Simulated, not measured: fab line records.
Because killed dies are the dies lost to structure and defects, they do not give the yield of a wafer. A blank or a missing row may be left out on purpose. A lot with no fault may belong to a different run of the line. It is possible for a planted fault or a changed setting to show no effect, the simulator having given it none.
What tool caused it? / flow n5Finfet / 24 lots with 72 wafers sampled at 6 steps, on a route of 1938 steps

== WHAT EACH GAUGE READ, for each wafer ==
The record holds no reading of a measuring or inspecting step that can be judged against a usual standard deviation.

== WHAT TOOL EACH LOT RAN ON (gives the tool, then ch and the chambers of the sampled wafers, and finally the start) ==
lot=L074; N5_BEOL_M1_ETCHBACK_99=rieDiel-05 ch 0,2,3, day 6 06:34; N5_BEOL_M1_PRE_CLEAN_45=pvdSputter-03, day 6 07:21; N5_BEOL_M1_ANNEAL_80=pvdSputter-01, day 6 08:20; N5_BEOL_M1_ANNEAL_89=pvdSputter-01, day 6 09:00; N5_BEOL_M1_SPUTTER_94=pvdSputter-01, day 6 09:35; N5_BEOL_M1_PRE_CLEAN_60=cvdCo-01 ch 0,2, day 6 10:37
lot=L075; N5_BEOL_M1_ETCHBACK_99=rieDiel-04 ch 0,2,3, day 6 10:53; N5_BEOL_M1_PRE_CLEAN_45=pvdSputter-03, day 6 12:23; N5_BEOL_M1_ANNEAL_80=pvdSputter-03, day 6 13:32; N5_BEOL_M1_ANNEAL_89=pvdSputter-03, day 6 14:11; N5_BEOL_M1_SPUTTER_94=pvdSputter-03, day 6 14:46; N5_BEOL_M1_PRE_CLEAN_60=cvdCo-02 ch 0,2, day 6 16:02
lot=L076; N5_BEOL_M1_ETCHBACK_99=rieDiel-03 ch 0,1,3, day 6 17:56; N5_BEOL_M1_PRE_CLEAN_45=pvdSputter-03, day 6 18:49; N5_BEOL_M1_ANNEAL_80=pvdSputter-01, day 6 19:52; N5_BEOL_M1_ANNEAL_89=pvdSputter-01, day 6 20:32; N5_BEOL_M1_SPUTTER_94=pvdSputter-01, day 6 21:07; N5_BEOL_M1_PRE_CLEAN_60=cvdCo-02 ch 0,1,2, day 6 22:10
lot=L077; N5_BEOL_M1_ETCHBACK_99=rieDiel-05 ch 1,2,3, day 6 21:02; N5_BEOL_M1_PRE_CLEAN_45=pvdSputter-02, day 6 21:52; N5_BEOL_M1_ANNEAL_80=pvdSputter-01, day 6 22:43; N5_BEOL_M1_ANNEAL_89=pvdSputter-01, day 6 23:23; N5_BEOL_M1_SPUTTER_94=pvdSputter-01, day 6 23:58; N5_BEOL_M1_PRE_CLEAN_60=cvdCo-01 ch 1,2, day 7 01:06
lot=L078; N5_BEOL_M1_ETCHBACK_99=rieDiel-03 ch 0,3, day 7 02:41; N5_BEOL_M1_PRE_CLEAN_45=pvdSputter-01, day 7 03:36; N5_BEOL_M1_ANNEAL_80=pvdSputter-01, day 7 04:42; N5_BEOL_M1_ANNEAL_89=pvdSputter-01, day 7 05:22; N5_BEOL_M1_SPUTTER_94=pvdSputter-01, day 7 05:56; N5_BEOL_M1_PRE_CLEAN_60=cvdCo-02 ch 0,1, day 7 06:59
lot=L079; N5_BEOL_M1_ETCHBACK_99=rieDiel-03 ch 0,3, day 7 08:04; N5_BEOL_M1_PRE_CLEAN_45=pvdSputter-03, day 7 08:55; N5_BEOL_M1_ANNEAL_80=pvdSputter-03, day 7 11:43; N5_BEOL_M1_ANNEAL_89=pvdSputter-03, day 7 12:23; N5_BEOL_M1_SPUTTER_94=pvdSputter-03, day 7 12:58; N5_BEOL_M1_PRE_CLEAN_60=cvdCo-02 ch 0,1, day 7 14:00
lot=L080; N5_BEOL_M1_ETCHBACK_99=rieDiel-04 ch 1,2,3, day 7 17:51; N5_BEOL_M1_PRE_CLEAN_45=pvdSputter-01, day 7 18:55; N5_BEOL_M1_ANNEAL_80=pvdSputter-02, day 7 20:14; N5_BEOL_M1_ANNEAL_89=pvdSputter-02, day 7 20:54; N5_BEOL_M1_SPUTTER_94=pvdSputter-02, day 7 21:29; N5_BEOL_M1_PRE_CLEAN_60=cvdCo-01 ch 0,1, day 7 22:44
lot=L082; N5_BEOL_M1_ETCHBACK_99=rieDiel-04 ch 0,1,2, day 8 01:28; N5_BEOL_M1_PRE_CLEAN_45=pvdSputter-01, day 8 02:05; N5_BEOL_M1_ANNEAL_80=pvdSputter-03, day 8 03:17; N5_BEOL_M1_ANNEAL_89=pvdSputter-03, day 8 03:57; N5_BEOL_M1_SPUTTER_94=pvdSputter-03, day 8 04:32; N5_BEOL_M1_PRE_CLEAN_60=cvdCo-01 ch 0, day 8 05:34
lot=L081; N5_BEOL_M1_ETCHBACK_99=rieDiel-03 ch 0,3, day 8 04:24; N5_BEOL_M1_PRE_CLEAN_45=pvdSputter-03, day 8 05:19; N5_BEOL_M1_ANNEAL_80=pvdSputter-03, day 8 06:26; N5_BEOL_M1_ANNEAL_89=pvdSputter-03, day 8 07:05; N5_BEOL_M1_SPUTTER_94=pvdSputter-03, day 8 07:40; N5_BEOL_M1_PRE_CLEAN_60=cvdCo-01 ch 0, day 8 08:43
lot=L083; N5_BEOL_M1_ETCHBACK_99=rieDiel-05 ch 0,2, day 8 14:53; N5_BEOL_M1_PRE_CLEAN_45=pvdSputter-03, day 8 15:42; N5_BEOL_M1_ANNEAL_80=pvdSputter-01, day 8 18:13; N5_BEOL_M1_ANNEAL_89=pvdSputter-01, day 8 18:53; N5_BEOL_M1_SPUTTER_94=pvdSputter-01, day 8 19:28; N5_BEOL_M1_PRE_CLEAN_60=cvdCo-01 ch 0, day 8 20:40
lot=L084; N5_BEOL_M1_ETCHBACK_99=rieDiel-03 ch 0,1,2, day 8 19:07; N5_BEOL_M1_PRE_CLEAN_45=pvdSputter-02, day 8 20:07; N5_BEOL_M1_ANNEAL_80=pvdSputter-02, day 8 21:15; N5_BEOL_M1_ANNEAL_89=pvdSputter-02, day 8 21:55; N5_BEOL_M1_SPUTTER_94=pvdSputter-02, day 8 22:29; N5_BEOL_M1_PRE_CLEAN_60=cvdCo-02 ch 1,2, day 8 23:32
lot=L086; N5_BEOL_M1_ETCHBACK_99=rieDiel-03 ch 0,2,3, day 9 16:31; N5_BEOL_M1_PRE_CLEAN_45=pvdSputter-01, day 9 17:18; N5_BEOL_M1_ANNEAL_80=pvdSputter-01, day 9 20:08; N5_BEOL_M1_ANNEAL_89=pvdSputter-01, day 9 20:48; N5_BEOL_M1_SPUTTER_94=pvdSputter-01, day 9 21:23; N5_BEOL_M1_PRE_CLEAN_60=cvdCo-01 ch 0,2, day 9 22:31
lot=L085; N5_BEOL_M1_ETCHBACK_99=rieDiel-04 ch 0,1,2, day 9 16:32; N5_BEOL_M1_PRE_CLEAN_45=pvdSputter-03, day 9 17:27; N5_BEOL_M1_ANNEAL_80=pvdSputter-03, day 9 18:35; N5_BEOL_M1_ANNEAL_89=pvdSputter-03, day 9 19:15; N5_BEOL_M1_SPUTTER_94=pvdSputter-03, day 9 19:50; N5_BEOL_M1_PRE_CLEAN_60=cvdCo-01 ch 0,2, day 9 20:52
lot=L087; N5_BEOL_M1_ETCHBACK_99=rieDiel-05 ch 0,3, day 9 21:29; N5_BEOL_M1_PRE_CLEAN_45=pvdSputter-03, day 9 22:20; N5_BEOL_M1_ANNEAL_80=pvdSputter-03, day 9 23:23; N5_BEOL_M1_ANNEAL_89=pvdSputter-03, day 10 00:03; N5_BEOL_M1_SPUTTER_94=pvdSputter-03, day 10 00:38; N5_BEOL_M1_PRE_CLEAN_60=cvdCo-02 ch 1,2, day 10 01:40
lot=L088; N5_BEOL_M1_ETCHBACK_99=rieDiel-04 ch 0,2,3, day 9 22:43; N5_BEOL_M1_PRE_CLEAN_45=pvdSputter-01, day 10 00:04; N5_BEOL_M1_ANNEAL_80=pvdSputter-01, day 10 00:58; N5_BEOL_M1_ANNEAL_89=pvdSputter-01, day 10 01:37; N5_BEOL_M1_SPUTTER_94=pvdSputter-01, day 10 02:12; N5_BEOL_M1_PRE_CLEAN_60=cvdCo-02 ch 0,1, day 10 03:15
lot=L089; N5_BEOL_M1_ETCHBACK_99=rieDiel-05 ch 0,1,3, day 10 07:17; N5_BEOL_M1_PRE_CLEAN_45=pvdSputter-01, day 10 08:02; N5_BEOL_M1_ANNEAL_80=pvdSputter-02, day 10 09:10; N5_BEOL_M1_ANNEAL_89=pvdSputter-02, day 10 09:50; N5_BEOL_M1_SPUTTER_94=pvdSputter-02, day 10 10:25; N5_BEOL_M1_PRE_CLEAN_60=cvdCo-01 ch 0,1,2, day 10 11:28
lot=L091; N5_BEOL_M1_ETCHBACK_99=rieDiel-04 ch 0,1,3, day 10 07:25; N5_BEOL_M1_PRE_CLEAN_45=pvdSputter-01, day 10 08:07; N5_BEOL_M1_ANNEAL_80=pvdSputter-03, day 10 10:40; N5_BEOL_M1_ANNEAL_89=pvdSputter-03, day 10 11:19; N5_BEOL_M1_SPUTTER_94=pvdSputter-03, day 10 11:54; N5_BEOL_M1_PRE_CLEAN_60=cvdCo-02 ch 0,2, day 10 13:02
lot=L090; N5_BEOL_M1_ETCHBACK_99=rieDiel-03 ch 1,2,3, day 10 10:11; N5_BEOL_M1_PRE_CLEAN_45=pvdSputter-02, day 10 11:15; N5_BEOL_M1_ANNEAL_80=pvdSputter-02, day 10 12:25; N5_BEOL_M1_ANNEAL_89=pvdSputter-02, day 10 13:05; N5_BEOL_M1_SPUTTER_94=pvdSputter-02, day 10 13:40; N5_BEOL_M1_PRE_CLEAN_60=cvdCo-02 ch 0,1,2, day 10 15:05
lot=L092; N5_BEOL_M1_ETCHBACK_99=rieDiel-04 ch 0,2,3, day 10 20:29; N5_BEOL_M1_PRE_CLEAN_45=pvdSputter-02, day 10 21:15; N5_BEOL_M1_ANNEAL_80=pvdSputter-02, day 10 22:07; N5_BEOL_M1_ANNEAL_89=pvdSputter-02, day 10 22:47; N5_BEOL_M1_SPUTTER_94=pvdSputter-02, day 10 23:22; N5_BEOL_M1_PRE_CLEAN_60=cvdCo-01 ch 0,2, day 11 00:24
lot=L093; N5_BEOL_M1_ETCHBACK_99=rieDiel-05 ch 1,2, day 11 04:31; N5_BEOL_M1_PRE_CLEAN_45=pvdSputter-03, day 11 05:22; N5_BEOL_M1_ANNEAL_80=pvdSputter-02, day 11 06:36; N5_BEOL_M1_ANNEAL_89=pvdSputter-02, day 11 07:16; N5_BEOL_M1_SPUTTER_94=pvdSputter-02, day 11 07:50; N5_BEOL_M1_PRE_CLEAN_60=cvdCo-01 ch 0,1, day 11 08:53
lot=L094; N5_BEOL_M1_ETCHBACK_99=rieDiel-05 ch 0,1,3, day 11 07:37; N5_BEOL_M1_PRE_CLEAN_45=pvdSputter-02, day 11 08:52; N5_BEOL_M1_ANNEAL_80=pvdSputter-02, day 11 10:02; N5_BEOL_M1_ANNEAL_89=pvdSputter-02, day 11 10:42; N5_BEOL_M1_SPUTTER_94=pvdSputter-02, day 11 11:17; N5_BEOL_M1_PRE_CLEAN_60=cvdCo-02 ch 0,2, day 11 13:34
lot=L095; N5_BEOL_M1_ETCHBACK_99=rieDiel-05 ch 0,1,3, day 11 13:03; N5_BEOL_M1_PRE_CLEAN_45=pvdSputter-02, day 11 13:55; N5_BEOL_M1_ANNEAL_80=pvdSputter-02, day 11 14:54; N5_BEOL_M1_ANNEAL_89=pvdSputter-02, day 11 15:34; N5_BEOL_M1_SPUTTER_94=pvdSputter-02, day 11 16:08; N5_BEOL_M1_PRE_CLEAN_60=cvdCo-01 ch 0,2, day 11 17:31
lot=L097; N5_BEOL_M1_ETCHBACK_99=rieDiel-05 ch 2,3, day 12 02:53; N5_BEOL_M1_PRE_CLEAN_45=pvdSputter-02, day 12 04:29; N5_BEOL_M1_ANNEAL_80=pvdSputter-02, day 12 07:56; N5_BEOL_M1_ANNEAL_89=pvdSputter-02, day 12 08:35; N5_BEOL_M1_SPUTTER_94=pvdSputter-02, day 12 09:10; N5_BEOL_M1_PRE_CLEAN_60=cvdCo-02 ch 0,1,2, day 12 10:40
lot=L096; N5_BEOL_M1_ETCHBACK_99=rieDiel-05 ch 0,2,3, day 12 09:03; N5_BEOL_M1_PRE_CLEAN_45=pvdSputter-03, day 12 09:52; N5_BEOL_M1_ANNEAL_80=pvdSputter-01, day 12 10:51; N5_BEOL_M1_ANNEAL_89=pvdSputter-01, day 12 11:31; N5_BEOL_M1_SPUTTER_94=pvdSputter-01, day 12 12:05; N5_BEOL_M1_PRE_CLEAN_60=cvdCo-02 ch 1,2, day 12 13:08
- N5_BEOL_M1_ETCHBACK_99: etches SiO2 in CHF3, target depth 5 nm, time 10.4 s.
- N5_BEOL_M1_PRE_CLEAN_45: time 30 s.
- N5_BEOL_M1_ANNEAL_80: time 240 s.
- N5_BEOL_M1_ANNEAL_89: time 240 s.
- N5_BEOL_M1_SPUTTER_94: material Cu, target thk 4.5 nm, time 8.29 s.
- N5_BEOL_M1_PRE_CLEAN_60: time 15 s.

== WHAT THE TOOLS THEMSELVES READ (means of the sampled wafers that have a number; where no wafer has one, the mark that the record gives instead) ==
N5_BEOL_M1_ETCHBACK_99.
lot=L074; tool=rieDiel-05; drypumpMotorCurrentA (A)=5.5; oesProductAu (a.u.)=0.81; rfVppV (V)=242.0; showerheadPlenumPTorr (Torr)=2.23; throttleValvePct (%)=17.17
lot=L075; tool=rieDiel-04; drypumpMotorCurrentA (A)=6.2; oesProductAu (a.u.)=0.77; rfVppV (V)=239.8; showerheadPlenumPTorr (Torr)=2.19; throttleValvePct (%)=16.93
lot=L076; tool=rieDiel-03; drypumpMotorCurrentA (A)=6.0; oesProductAu (a.u.)=0.79; rfVppV (V)=241.8; showerheadPlenumPTorr (Torr)=2.12; throttleValvePct (%)=17.04
lot=L077; tool=rieDiel-05; drypumpMotorCurrentA (A)=5.7; oesProductAu (a.u.)=0.79; rfVppV (V)=242.0; showerheadPlenumPTorr (Torr)=2.25; throttleValvePct (%)=17.13
lot=L078; tool=rieDiel-03; drypumpMotorCurrentA (A)=5.9; oesProductAu (a.u.)=0.71; rfVppV (V)=243.0; showerheadPlenumPTorr (Torr)=2.14; throttleValvePct (%)=17.15
lot=L079; tool=rieDiel-03; drypumpMotorCurrentA (A)=5.8; oesProductAu (a.u.)=0.72; rfVppV (V)=242.4; showerheadPlenumPTorr (Torr)=2.14; throttleValvePct (%)=17.16
lot=L080; tool=rieDiel-04; drypumpMotorCurrentA (A)=6.4; oesProductAu (a.u.)=0.74; rfVppV (V)=240.0; showerheadPlenumPTorr (Torr)=2.14; throttleValvePct (%)=17.08
lot=L082; tool=rieDiel-04; drypumpMotorCurrentA (A)=6.0; oesProductAu (a.u.)=0.78; rfVppV (V)=242.1; showerheadPlenumPTorr (Torr)=2.18; throttleValvePct (%)=17.01
lot=L081; tool=rieDiel-03; drypumpMotorCurrentA (A)=5.9; oesProductAu (a.u.)=0.71; rfVppV (V)=242.7; showerheadPlenumPTorr (Torr)=2.13; throttleValvePct (%)=17.17
lot=L083; tool=rieDiel-05; drypumpMotorCurrentA (A)=5.5; oesProductAu (a.u.)=0.75; rfVppV (V)=241.0; showerheadPlenumPTorr (Torr)=2.20; throttleValvePct (%)=17.29
lot=L084; tool=rieDiel-03; drypumpMotorCurrentA (A)=5.9; oesProductAu (a.u.)=0.78; rfVppV (V)=240.1; showerheadPlenumPTorr (Torr)=2.12; throttleValvePct (%)=16.95
lot=L086; tool=rieDiel-03; drypumpMotorCurrentA (A)=5.8; oesProductAu (a.u.)=0.72; rfVppV (V)=241.2; showerheadPlenumPTorr (Torr)=2.13; throttleValvePct (%)=17.09
lot=L085; tool=rieDiel-04; drypumpMotorCurrentA (A)=6.0; oesProductAu (a.u.)=0.77; rfVppV (V)=241.4; showerheadPlenumPTorr (Torr)=2.18; throttleValvePct (%)=17.03
lot=L087; tool=rieDiel-05; drypumpMotorCurrentA (A)=5.5; oesProductAu (a.u.)=0.82; rfVppV (V)=242.5; showerheadPlenumPTorr (Torr)=2.24; throttleValvePct (%)=17.13
lot=L088; tool=rieDiel-04; drypumpMotorCurrentA (A)=6.1; oesProductAu (a.u.)=0.75; rfVppV (V)=241.0; showerheadPlenumPTorr (Torr)=2.18; throttleValvePct (%)=16.97
lot=L089; tool=rieDiel-05; drypumpMotorCurrentA (A)=5.6; oesProductAu (a.u.)=0.79; rfVppV (V)=240.6; showerheadPlenumPTorr (Torr)=2.23; throttleValvePct (%)=17.17
lot=L091; tool=rieDiel-04; drypumpMotorCurrentA (A)=6.0; oesProductAu (a.u.)=0.76; rfVppV (V)=240.8; showerheadPlenumPTorr (Torr)=2.18; throttleValvePct (%)=17.05
lot=L090; tool=rieDiel-03; drypumpMotorCurrentA (A)=5.7; oesProductAu (a.u.)=0.76; rfVppV (V)=241.6; showerheadPlenumPTorr (Torr)=2.12; throttleValvePct (%)=17.01
lot=L092; tool=rieDiel-04; drypumpMotorCurrentA (A)=6.1; oesProductAu (a.u.)=0.75; rfVppV (V)=239.8; showerheadPlenumPTorr (Torr)=2.18; throttleValvePct (%)=16.98
lot=L093; tool=rieDiel-05; drypumpMotorCurrentA (A)=5.7; oesProductAu (a.u.)=0.71; rfVppV (V)=241.5; showerheadPlenumPTorr (Torr)=2.22; throttleValvePct (%)=17.27
lot=L094; tool=rieDiel-05; drypumpMotorCurrentA (A)=5.6; oesProductAu (a.u.)=0.77; rfVppV (V)=241.2; showerheadPlenumPTorr (Torr)=2.22; throttleValvePct (%)=17.19
lot=L095; tool=rieDiel-05; drypumpMotorCurrentA (A)=5.6; oesProductAu (a.u.)=0.78; rfVppV (V)=240.7; showerheadPlenumPTorr (Torr)=2.22; throttleValvePct (%)=17.19
lot=L097; tool=rieDiel-05; drypumpMotorCurrentA (A)=5.7; oesProductAu (a.u.)=0.78; rfVppV (V)=242.7; showerheadPlenumPTorr (Torr)=2.24; throttleValvePct (%)=17.15
lot=L096; tool=rieDiel-05; drypumpMotorCurrentA (A)=5.6; oesProductAu (a.u.)=0.76; rfVppV (V)=242.3; showerheadPlenumPTorr (Torr)=2.21; throttleValvePct (%)=17.24

N5_BEOL_M1_PRE_CLEAN_45.
lot=L074; tool=pvdSputter-03; heaterPowerW (W)=331
lot=L075; tool=pvdSputter-03; heaterPowerW (W)=326
lot=L076; tool=pvdSputter-03; heaterPowerW (W)=372
lot=L077; tool=pvdSputter-02; heaterPowerW (W)=336
lot=L078; tool=pvdSputter-01; heaterPowerW (W)=322
lot=L079; tool=pvdSputter-03; heaterPowerW (W)=344
lot=L080; tool=pvdSputter-01; heaterPowerW (W)=323
lot=L082; tool=pvdSputter-01; heaterPowerW (W)=312
lot=L081; tool=pvdSputter-03; heaterPowerW (W)=374
lot=L083; tool=pvdSputter-03; heaterPowerW (W)=345
lot=L084; tool=pvdSputter-02; heaterPowerW (W)=333
lot=L086; tool=pvdSputter-01; heaterPowerW (W)=350
lot=L085; tool=pvdSputter-03; heaterPowerW (W)=384
lot=L087; tool=pvdSputter-03; heaterPowerW (W)=349
lot=L088; tool=pvdSputter-01; heaterPowerW (W)=322
lot=L089; tool=pvdSputter-01; heaterPowerW (W)=300
lot=L091; tool=pvdSputter-01; heaterPowerW (W)=328
lot=L090; tool=pvdSputter-02; heaterPowerW (W)=333
lot=L092; tool=pvdSputter-02; heaterPowerW (W)=326
lot=L093; tool=pvdSputter-03; heaterPowerW (W)=340
lot=L094; tool=pvdSputter-02; heaterPowerW (W)=326
lot=L095; tool=pvdSputter-02; heaterPowerW (W)=348
lot=L097; tool=pvdSputter-02; heaterPowerW (W)=318
lot=L096; tool=pvdSputter-03; heaterPowerW (W)=381

N5_BEOL_M1_ANNEAL_80.
lot=L074; tool=pvdSputter-01; heaterPowerW (W)=807
lot=L075; tool=pvdSputter-03; heaterPowerW (W)=935
lot=L076; tool=pvdSputter-01; heaterPowerW (W)=802
lot=L077; tool=pvdSputter-01; heaterPowerW (W)=748
lot=L078; tool=pvdSputter-01; heaterPowerW (W)=757
lot=L079; tool=pvdSputter-03; heaterPowerW (W)=786
lot=L080; tool=pvdSputter-02; heaterPowerW (W)=836
lot=L082; tool=pvdSputter-03; heaterPowerW (W)=877
lot=L081; tool=pvdSputter-03; heaterPowerW (W)=972
lot=L083; tool=pvdSputter-01; heaterPowerW (W)=808
lot=L084; tool=pvdSputter-02; heaterPowerW (W)=836
lot=L086; tool=pvdSputter-01; heaterPowerW (W)=827
lot=L085; tool=pvdSputter-03; heaterPowerW (W)=924
lot=L087; tool=pvdSputter-03; heaterPowerW (W)=850
lot=L088; tool=pvdSputter-01; heaterPowerW (W)=857
lot=L089; tool=pvdSputter-02; heaterPowerW (W)=822
lot=L091; tool=pvdSputter-03; heaterPowerW (W)=950
lot=L090; tool=pvdSputter-02; heaterPowerW (W)=811
lot=L092; tool=pvdSputter-02; heaterPowerW (W)=835
lot=L093; tool=pvdSputter-02; heaterPowerW (W)=834
lot=L094; tool=pvdSputter-02; heaterPowerW (W)=834
lot=L095; tool=pvdSputter-02; heaterPowerW (W)=850
lot=L097; tool=pvdSputter-02; heaterPowerW (W)=834
lot=L096; tool=pvdSputter-01; heaterPowerW (W)=813

N5_BEOL_M1_ANNEAL_89.
lot=L074; tool=pvdSputter-01; heaterPowerW (W)=818
lot=L075; tool=pvdSputter-03; heaterPowerW (W)=954
lot=L076; tool=pvdSputter-01; heaterPowerW (W)=811
lot=L077; tool=pvdSputter-01; heaterPowerW (W)=742
lot=L078; tool=pvdSputter-01; heaterPowerW (W)=746
lot=L079; tool=pvdSputter-03; heaterPowerW (W)=784
lot=L080; tool=pvdSputter-02; heaterPowerW (W)=828
lot=L082; tool=pvdSputter-03; heaterPowerW (W)=884
lot=L081; tool=pvdSputter-03; heaterPowerW (W)=969
lot=L083; tool=pvdSputter-01; heaterPowerW (W)=803
lot=L084; tool=pvdSputter-02; heaterPowerW (W)=838
lot=L086; tool=pvdSputter-01; heaterPowerW (W)=816
lot=L085; tool=pvdSputter-03; heaterPowerW (W)=915
lot=L087; tool=pvdSputter-03; heaterPowerW (W)=854
lot=L088; tool=pvdSputter-01; heaterPowerW (W)=848
lot=L089; tool=pvdSputter-02; heaterPowerW (W)=819
lot=L091; tool=pvdSputter-03; heaterPowerW (W)=934
lot=L090; tool=pvdSputter-02; heaterPowerW (W)=839
lot=L092; tool=pvdSputter-02; heaterPowerW (W)=844
lot=L093; tool=pvdSputter-02; heaterPowerW (W)=822
lot=L094; tool=pvdSputter-02; heaterPowerW (W)=834
lot=L095; tool=pvdSputter-02; heaterPowerW (W)=846
lot=L097; tool=pvdSputter-02; heaterPowerW (W)=846
lot=L096; tool=pvdSputter-01; heaterPowerW (W)=833

N5_BEOL_M1_SPUTTER_94.
lot=L074; tool=pvdSputter-01; throttleValvePct (%)=29.4
lot=L075; tool=pvdSputter-03; throttleValvePct (%)=30.3
lot=L076; tool=pvdSputter-01; throttleValvePct (%)=29.4
lot=L077; tool=pvdSputter-01; throttleValvePct (%)=29.6
lot=L078; tool=pvdSputter-01; throttleValvePct (%)=29.3
lot=L079; tool=pvdSputter-03; throttleValvePct (%)=29.8
lot=L080; tool=pvdSputter-02; throttleValvePct (%)=28.9
lot=L082; tool=pvdSputter-03; throttleValvePct (%)=30.5
lot=L081; tool=pvdSputter-03; throttleValvePct (%)=31.1
lot=L083; tool=pvdSputter-01; throttleValvePct (%)=29.4
lot=L084; tool=pvdSputter-02; throttleValvePct (%)=28.8
lot=L086; tool=pvdSputter-01; throttleValvePct (%)=30.0
lot=L085; tool=pvdSputter-03; throttleValvePct (%)=29.2
lot=L087; tool=pvdSputter-03; throttleValvePct (%)=29.6
lot=L088; tool=pvdSputter-01; throttleValvePct (%)=29.2
lot=L089; tool=pvdSputter-02; throttleValvePct (%)=29.6
lot=L091; tool=pvdSputter-03; throttleValvePct (%)=30.3
lot=L090; tool=pvdSputter-02; throttleValvePct (%)=28.9
lot=L092; tool=pvdSputter-02; throttleValvePct (%)=28.7
lot=L093; tool=pvdSputter-02; throttleValvePct (%)=29.4
lot=L094; tool=pvdSputter-02; throttleValvePct (%)=28.8
lot=L095; tool=pvdSputter-02; throttleValvePct (%)=28.7
lot=L097; tool=pvdSputter-02; throttleValvePct (%)=28.8
lot=L096; tool=pvdSputter-01; throttleValvePct (%)=30.0

N5_BEOL_M1_PRE_CLEAN_60.
lot=L074; tool=cvdCo-01; heaterPowerW (W)=81
lot=L075; tool=cvdCo-02; heaterPowerW (W)=81
lot=L076; tool=cvdCo-02; heaterPowerW (W)=81
lot=L077; tool=cvdCo-01; heaterPowerW (W)=83
lot=L078; tool=cvdCo-02; heaterPowerW (W)=82
lot=L079; tool=cvdCo-02; heaterPowerW (W)=78
lot=L080; tool=cvdCo-01; heaterPowerW (W)=78
lot=L082; tool=cvdCo-01; heaterPowerW (W)=74
lot=L081; tool=cvdCo-01; heaterPowerW (W)=75
lot=L083; tool=cvdCo-01; heaterPowerW (W)=74
lot=L084; tool=cvdCo-02; heaterPowerW (W)=87
lot=L086; tool=cvdCo-01; heaterPowerW (W)=78
lot=L085; tool=cvdCo-01; heaterPowerW (W)=79
lot=L087; tool=cvdCo-02; heaterPowerW (W)=87
lot=L088; tool=cvdCo-02; heaterPowerW (W)=82
lot=L089; tool=cvdCo-01; heaterPowerW (W)=82
lot=L091; tool=cvdCo-02; heaterPowerW (W)=82
lot=L090; tool=cvdCo-02; heaterPowerW (W)=82
lot=L092; tool=cvdCo-01; heaterPowerW (W)=82
lot=L093; tool=cvdCo-01; heaterPowerW (W)=80
lot=L094; tool=cvdCo-02; heaterPowerW (W)=77
lot=L095; tool=cvdCo-01; heaterPowerW (W)=80
lot=L097; tool=cvdCo-02; heaterPowerW (W)=82
lot=L096; tool=cvdCo-02; heaterPowerW (W)=86

== THE ANSWER, worked out from the rows above alone ==
Rule: what is usual is taken from the lots themselves. The widest of any qualifying gaps counts: lots, ordered by their means at a reading, are off when they make up no more than a third of the lots, leave a main group of 4 or more, and stand apart from it by 3 or more times the standard deviation of that group's means. If all means in a main group match to the digits the tables above print for the reading, that group is not used. Also off: a lot with no number at a reading for which 4 or more lots have one. Any other lot the step has rows for is counted as sound. The gauges are gone through in route order, then the tools' own readings, and for those a lot's mean is taken as printed above. The first step at which some lot is off is used, and at that step the reading that is off furthest; a lot without a number counts as furthest.
No lot is off on any of the readings shown, so nothing can be concluded from this.

== WHAT THE SIMULATOR HAD INSERTED ==
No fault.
